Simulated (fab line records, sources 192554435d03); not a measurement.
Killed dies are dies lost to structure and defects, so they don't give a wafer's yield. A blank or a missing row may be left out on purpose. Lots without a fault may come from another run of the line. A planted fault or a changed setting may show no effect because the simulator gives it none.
A struck lot beside a sound one | flow n5_finfet | 15 steps out of a route of 1938
Sound: wafers L268.1, L268.3, L268.6. Struck: wafers L275.1, L275.2. (L275.4 of the same lot was not struck and is left out.) The cause comes at the end.
At each step with rows: each side's tool, then ch and its chambers, then its first start. Under that, the readings that differ: sound wafers | struck wafers | difference of the means | sigmas: that difference in standard deviations of wafers without a fault.
alike: readings whose means differ by less than 2 such deviations, and words and numbers that are the same on both sides. not compared: withheld readings, readings that some wafer has no value for, bounds like >300 that may hide the same value, and numbers for which the record gives no deviation and whose values overlap.
The two part at a step that has a row with sigmas, a row that says differs or no value, or rows on one side only. Numbers that don't overlap but have no deviation are shown without sigmas and don't part them. A reading that every wafer of one side lacks parts them only if that side has two wafers or more.

first, 6 steps without rows for these wafers: N5_BEOL_M1_COAT_22 (resist thk 30 nm); N5_BEOL_M1_EBR_24; N5_BEOL_M1_SOFTBAKE_23 (time 60 s); N5_BEOL_M1_EXPOSE_25 (exposes mask V0, defocus 5 nm, target cd 24 nm); N5_BEOL_M1_PEB_26 (peb time 60 s); N5_BEOL_M1_DEVELOP_27 (develop time 30 s).
N5_BEOL_M1_CD_MEAS_28: target cd y 23.3 nm.
  sound on cd_sem-02 ch 0, day 6 11:16; struck on cd_sem-01 ch 0, day 8 10:50
  reading    | sound             | struck      | difference | sigmas
  cd_nm (nm) | 24.43 24.36 24.37 | 24.07 23.61 | -0.55      | -2
N5_BEOL_M1_OVL_MEAS_29:
  sound on overlay-02 ch 0, day 6 11:18; struck on overlay-01 ch 0, day 8 10:52
  alike: V0_OVL
N5_BEOL_M1_INSPECT_30: inspects for defects (brightfield).
  sound on defect_inspect-01, day 6 11:21; struck on defect_inspect-02, day 8 10:55
  alike: raw_defect_count
N5_BEOL_M1_DESCUM_33: chemistry O2, time 7 s.
  sound on rie_diel-05 ch 1,2,3, day 6 11:23; struck on rie_diel-05 ch 1,2, day 8 11:01
  alike: drypump_motor_current_A, oes_product_au, rf_vpp_V, showerhead_plenum_p_Torr, throttle_valve_pct
  not compared: rf_hours_counter_h
N5_BEOL_M1_ETCH_77: etches underlayer in N2/H2, target depth 6.5 nm, time 5.2 s.
  sound on rie_diel-05 ch 1,2,3, day 6 11:25; struck on rie_diel-05 ch 1,2, day 8 11:03
  alike: drypump_motor_current_A, etch_rf_on_time_s, n2_flow_sccm, oes_product_au, rf_vpp_V, showerhead_plenum_p_Torr, throttle_valve_pct
  not compared: rf_hours_counter_h
N5_BEOL_M1_ETCH_69: etches SiARC in CF4, target depth 15.6 nm, time 26 s.
  sound on rie_diel-05 ch 1,2,3, day 6 11:26; struck on rie_diel-05 ch 1,2, day 8 11:04
  alike: drypump_motor_current_A, etch_rf_on_time_s, oes_product_au, rf_vpp_V, showerhead_plenum_p_Torr, throttle_valve_pct
  not compared: rf_hours_counter_h
N5_BEOL_M1_ALD_98: deposits SiO2, target thk 2.5 nm, pulse time 1 s, co reactant pulse time 1 s.
  sound on ald_sin-04 ch 0,2,3, day 6 11:31; struck on ald_sin-02 ch 1,2, day 8 11:46
  reading    | sound    | struck | difference | sigmas
  ald_cycles | 17 17 17 | 18 18  | +1         |
  alike: heater_power_w, precursor_pulse_height_rel
N5_BEOL_M1_ETCHBACK_99: etches SiO2 in CHF3, target depth 5 nm, time 10.4 s.
  sound on rie_diel-02 ch 0,2,3, day 6 12:56; struck on rie_diel-02 ch 2,3, day 8 12:23
  alike: drypump_motor_current_A, oes_ar_750_au, oes_product_au, rf_vpp_V, showerhead_plenum_p_Torr, throttle_valve_pct
  not compared: rf_hours_counter_h
-- the record jumps here: 3 days lie between the struck wafers' starts before and after (it left off in module BEOL_M1 and takes up again in module BEOL_M4, whose first step shown is number 1111 of the route) --
N5_BEOL_M4_RC_MEAS_101:
  sound on prober-02 ch 0, day 9 01:44; struck on prober-02 ch 0, day 11 07:42
  reading       | sound          | struck    | difference | sigmas
  DIBL_N (mV/V) | 38.4 36.9 36.8 | 34.4 32.4 | -4.0       | -2
  DIBL_P (mV/V) | 38.5 37.4 37.4 | 33.2 31.0 | -5.7       | -3
  alike: IOFF_N, IOFF_P, ION_N, ION_P, SS_N, SS_P, VT_N, VT_P

WHERE THEY PART
First at N5_BEOL_M1_CD_MEAS_28; last, within this record, at N5_BEOL_M4_RC_MEAS_101.

WHY: what the simulator had put in
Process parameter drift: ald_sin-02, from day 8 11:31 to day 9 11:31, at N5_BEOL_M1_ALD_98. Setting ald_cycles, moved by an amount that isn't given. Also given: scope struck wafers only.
